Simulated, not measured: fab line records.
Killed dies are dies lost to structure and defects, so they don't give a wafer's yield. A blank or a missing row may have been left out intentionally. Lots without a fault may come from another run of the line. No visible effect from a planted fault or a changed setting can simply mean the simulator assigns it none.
Chamber matching :: flow nand_harc :: NHARC_A_STAIRCASE_STRIP_476 on rie_diel-10: 4 sister chambers
The step strips in O2, time 20 s. 8 wafers are shown with their chamber, then 12 later ones without.

EACH WAFER AND ITS CHAMBER
wafer: L083.6
chamber: 0
drypump_motor_current_A (A): 5.62
showerhead_plenum_p_Torr (Torr): 3.49

wafer: L082.3
chamber: 0
drypump_motor_current_A (A): 5.61
showerhead_plenum_p_Torr (Torr): 3.49

wafer: L084.1
chamber: 3
drypump_motor_current_A (A): 6.04
showerhead_plenum_p_Torr (Torr): 3.38

wafer: L085.1
chamber: 2
drypump_motor_current_A (A): 5.32
showerhead_plenum_p_Torr (Torr): 3.79

wafer: L085.6
chamber: 1
drypump_motor_current_A (A): 5.52
showerhead_plenum_p_Torr (Torr): 3.52

wafer: L088.1
chamber: 3
drypump_motor_current_A (A): 6.04
showerhead_plenum_p_Torr (Torr): 3.37

wafer: L088.3
chamber: 1
drypump_motor_current_A (A): 5.58
showerhead_plenum_p_Torr (Torr): 3.51

wafer: L088.6
chamber: 2
drypump_motor_current_A (A): 5.36
showerhead_plenum_p_Torr (Torr): 3.79

WAFERS WHOSE CHAMBER IS MISSING
wafer: L089.1
drypump_motor_current_A (A): 5.61
showerhead_plenum_p_Torr (Torr): 3.48

wafer: L089.2
drypump_motor_current_A (A): 5.56
showerhead_plenum_p_Torr (Torr): 3.51

wafer: L089.3
drypump_motor_current_A (A): 5.30
showerhead_plenum_p_Torr (Torr): 3.79

wafer: L089.4
drypump_motor_current_A (A): 6.04
showerhead_plenum_p_Torr (Torr): 3.37

wafer: L089.5
drypump_motor_current_A (A): 5.54
showerhead_plenum_p_Torr (Torr): 3.51

wafer: L089.6
drypump_motor_current_A (A): 5.60
showerhead_plenum_p_Torr (Torr): 3.48

wafer: L087.1
drypump_motor_current_A (A): 6.06
showerhead_plenum_p_Torr (Torr): 3.37

wafer: L087.3
drypump_motor_current_A (A): 5.31
showerhead_plenum_p_Torr (Torr): 3.79

wafer: L087.5
drypump_motor_current_A (A): 5.59
showerhead_plenum_p_Torr (Torr): 3.48

wafer: L096.1
drypump_motor_current_A (A): 6.05
showerhead_plenum_p_Torr (Torr): 3.36

wafer: L096.4
drypump_motor_current_A (A): 5.55
showerhead_plenum_p_Torr (Torr): 3.50

wafer: L096.6
drypump_motor_current_A (A): 5.52
showerhead_plenum_p_Torr (Torr): 3.50

CHAMBER TAKEN BY EACH
wafer: L089.1
from the rows above: 0
in truth: 0

wafer: L089.2
from the rows above: 1
in truth: 1

wafer: L089.3
from the rows above: 2
in truth: 2

wafer: L089.4
from the rows above: 3
in truth: 3

wafer: L089.5
from the rows above: 1
in truth: 1

wafer: L089.6
from the rows above: 0
in truth: 0

wafer: L087.1
from the rows above: 3
in truth: 3

wafer: L087.3
from the rows above: 2
in truth: 2

wafer: L087.5
from the rows above: 0
in truth: 0

wafer: L096.1
from the rows above: 3
in truth: 3

wafer: L096.4
from the rows above: can't be placed: 1 or 0
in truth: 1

wafer: L096.6
from the rows above: can't be placed: 1 or 0
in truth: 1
Placed correctly: 10 of 12. Can't be placed from these rows: 2 (the true chamber is among the candidates in 2). Number placed wrongly: 0.
How it was worked out, from the rows above alone: a wafer's distance from a chamber is the root of the sum, over the readings, of the square of ((its reading less the chamber's mean) divided by the reading's scatter). The wafer belongs to the nearest chamber; if the next one is less than 2 further off, it can't be placed. For every chamber, the mean is computed from those of its wafers that are shown. The scatter: the root of (the sum of the squares of (reading less its chamber's mean) over the shown wafers, divided by (wafers less chambers)).
